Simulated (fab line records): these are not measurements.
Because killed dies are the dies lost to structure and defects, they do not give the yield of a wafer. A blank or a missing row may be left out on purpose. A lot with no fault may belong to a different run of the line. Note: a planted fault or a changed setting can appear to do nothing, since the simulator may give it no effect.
A lot that was struck, set against a sound lot    flow n5_finfet    25 steps out of a route of 1938
Sound: the wafers L848.2, L848.5, L848.6. Struck: wafer L853.3. (L853.1, L853.4 of the same lot were not struck and are left out.) The cause comes at the end.
At each step with rows: each side's tool, then ch and its chambers, then its first start. Under that, the readings that differ: sound wafers    struck wafers    difference of the means    sigmas: that difference in standard deviations of wafers without a fault.
alike: a reading whose means differ by less than 2 such deviations, as well as words and numbers matching on both sides. not compared: withheld readings; readings where some wafer has no value; bounds like >300 that might hide an equal value; numbers whose values overlap and for which the record gives no deviation.
A row with sigmas, a row that says differs or no value, or rows on one side alone: a step with any of these is where the two part. Non-overlapping numbers with no deviation appear without sigmas and do not part them. A reading missing from all wafers of one side parts the sides only when that side holds two or more wafers.

first, 9 steps without rows for these wafers: N5_MIM_BOT_LITHO_HARDBAKE_09 (time 120 s); N5_MIM_BOT_LITHO_DESCUM_10 (chemistry O2, time 7.9 s); N5_MIM_BOT_ETCH_ETCH_04 (etches SiNx in CF4/O2, target depth 26 nm, time 13 s); N5_MIM_BOT_ETCH_ETCH_03 (etches the open film in Cl2/BCl3, target depth 12 nm); N5_MIM_BOT_ETCH_ETCH_00 (etches TiN in Cl2/BCl3, target depth 45.5 nm); N5_MIM_BOT_ETCH_STRIP_01 (strips in O2); N5_MIM_BOT_ETCH_STRIP_02 (strips in post etch residue remover, time 1200 s); N5_MIM_BOT_ETCH_CLEAN_05 (cleans in IPA, time 180 s); N5_MIM_BOT_ETCH_SRD_06 (time 30 s).
N5_PASSIVATION_PECVD_55: deposits SiO2 from SiH4/N2O, target thk 400 nm, time 22.5 s.
  sound on pecvd-03 ch 0,2, day 13 20:44; struck on pecvd-03 ch 0, day 14 17:17
reading                                         sound              struck  difference  sigmas
model.SiO2_of_PASSIVATION_PECVD_55.thk_nm (nm)  397.2 402.2 399.4  485.4   +85.8       
  alike: heater_power_w, rf_fwd_power_W, showerhead_plenum_p_Torr, throttle_valve_pct
  not compared: since_wet_clean_h
then, 11 steps without rows for these wafers: N5_PASSIVATION_PECVD_01 (deposits SiNx from SiH4/NH3/N2, target thk 200 nm, time 43.2 s); N5_PASSIVATION_HMDS_03 (time 60 s); N5_PASSIVATION_COAT_04; N5_PASSIVATION_EBR_06; N5_PASSIVATION_SOFTBAKE_05 (time 90 s); N5_PASSIVATION_EXPOSE_07 (exposes mask TV, defocus 0 nm, target cd 3000 nm); N5_PASSIVATION_PEB_08; N5_PASSIVATION_DEVELOP_09 (develop time 60 s); N5_PASSIVATION_HARDBAKE_11 (time 120 s); N5_PASSIVATION_DESCUM_12 (chemistry O2, time 7.9 s); N5_PASSIVATION_PASS_ETCH_74 (etches SiNx in CF4/O2, target depth 220 nm, time 110 s).
N5_PASSIVATION_VIA_ETCH_13: etches SiO2 in CHF3/O2, target depth 660 nm, time 330 s.
  sound on rie_diel-02 ch 0,1, day 13 21:30; struck on rie_diel-03 ch 2, day 14 18:19
reading                          sound        struck  difference  sigmas
drypump_motor_current_A (A)      4.9 5.3 4.9  6.4     +1.4        +3
etch_rf_on_time_s (s)            238 239 241  289     +50         +12
model.TV_OPEN.cd_offset_nm (nm)  1.8 2 2.2    0.6     -1.4        
  alike: bias_w, oes_f_703_au, oes_product_au, rf_fwd_power_W, rf_vpp_V, showerhead_plenum_p_Torr, throttle_valve_pct
  not compared: rf_hours_counter_h, model.coat_of_PASSIVATION_COAT_04.thk_nm
then, 1 step without rows for these wafers: N5_PASSIVATION_STRIP_14 (strips in O2).
N5_PASSIVATION_ETCH_15: etches SiCN in CF4/N2, target depth 75 nm, time 81.2 s.
  sound: rie_diel-02 ch 0,1; struck: rie_diel-03 ch 2
reading                          sound        struck  difference  sigmas
drypump_motor_current_A (A)      4.9 5.3 4.9  6.4     +1.4        +3
model.TV_OPEN.cd_offset_nm (nm)  1.8 2 2.2    0.8     -1.2        
  alike: bias_w, oes_product_au, rf_fwd_power_W, rf_vpp_V, showerhead_plenum_p_Torr, throttle_valve_pct
  not compared: rf_hours_counter_h
then, 1 step without rows for these wafers: N5_PASSIVATION_STRIP_73 (strips in post etch residue remover, time 60 s).

## WHERE THEY PART
Earliest at N5_PASSIVATION_VIA_ETCH_13; latest, in this record, at N5_PASSIVATION_ETCH_15.

WHY: the cause the simulator had injected
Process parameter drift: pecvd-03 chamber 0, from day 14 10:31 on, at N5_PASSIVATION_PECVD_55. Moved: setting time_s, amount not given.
